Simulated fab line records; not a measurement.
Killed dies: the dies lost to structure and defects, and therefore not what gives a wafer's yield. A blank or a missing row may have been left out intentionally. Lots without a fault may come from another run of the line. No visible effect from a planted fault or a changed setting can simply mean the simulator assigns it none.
Chamber matching | flow nandHarc | NHARC_A_WL_FILL_ALD_10 on aldHk-02: 3 sister chambers
The step deposits SiO2, target thk 50 nm, pulse time 10 s, ald cycles 500. 14 wafers are shown with their chamber, then 5 later ones without.

## WAFERS PAIRED WITH THEIR CHAMBERS
wafer  | chamber | heaterPowerW (W) | precursorPulseHeightRel
L546.1 | 1       | 452              | 0.977
L546.5 | 0       | 441              | 0.959
L546.6 | 1       | 445              | 0.964
L550.2 | 3       | 502              | 0.981
L550.5 | 0       | 451              | 0.979
L550.6 | 3       | 501              | 0.973
L560.1 | 3       | 499              | 0.988
L560.5 | 3       | 499              | 0.965
L560.6 | 0       | 454              | 1.008
L561.1 | 1       | 458              | 1.002
L561.2 | 0       | 459              | 1.003
L561.5 | 3       | 507              | 1.004
L564.3 | 1       | 445              | 1.017
L564.2 | 3       | 506              | 1.026

SIGNATURES (means of the wafers above)
reading                 | chamber 0 | chamber 1 | chamber 3 | scatter within a chamber
heaterPowerW            | 451.25    | 450.00    | 502.33    | 5.64
precursorPulseHeightRel | 0.98725   | 0.99000   | 0.98950   | 0.0229
Rule: a wafer lies at a distance from a chamber equal to the root of the sum of squares, over the readings, of (its reading less the chamber's mean, divided by the reading's scatter). The wafer belongs to the nearest chamber; if the next one is less than 2 further off, it can't be placed. The scatter: take each reading less its chamber's mean, square it, sum over the shown wafers, divide by the number of wafers less the number of chambers, and take the root.

## WAFERS MISSING THEIR CHAMBER
wafer  | heaterPowerW (W) | precursorPulseHeightRel
L564.6 | 443              | 1.018
L567.2 | 491              | 1.005
L567.5 | 475              | 0.972
L569.3 | 482              | 0.990
L569.5 | 462              | 0.983

## WHICH CHAMBER EACH WENT THROUGH
wafer  | from the rows above          | in truth
L564.6 | can't be placed: 1 or 0      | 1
L567.2 | 3                            | 3
L567.5 | can't be placed: 0 or 1 or 3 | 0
L569.3 | can't be placed: 3 or 0      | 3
L569.5 | can't be placed: 0 or 1      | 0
1 of 5 placed correctly. Can't be placed from these rows: 4 (the true chamber is among the candidates in 4). Wrongly placed: 0.
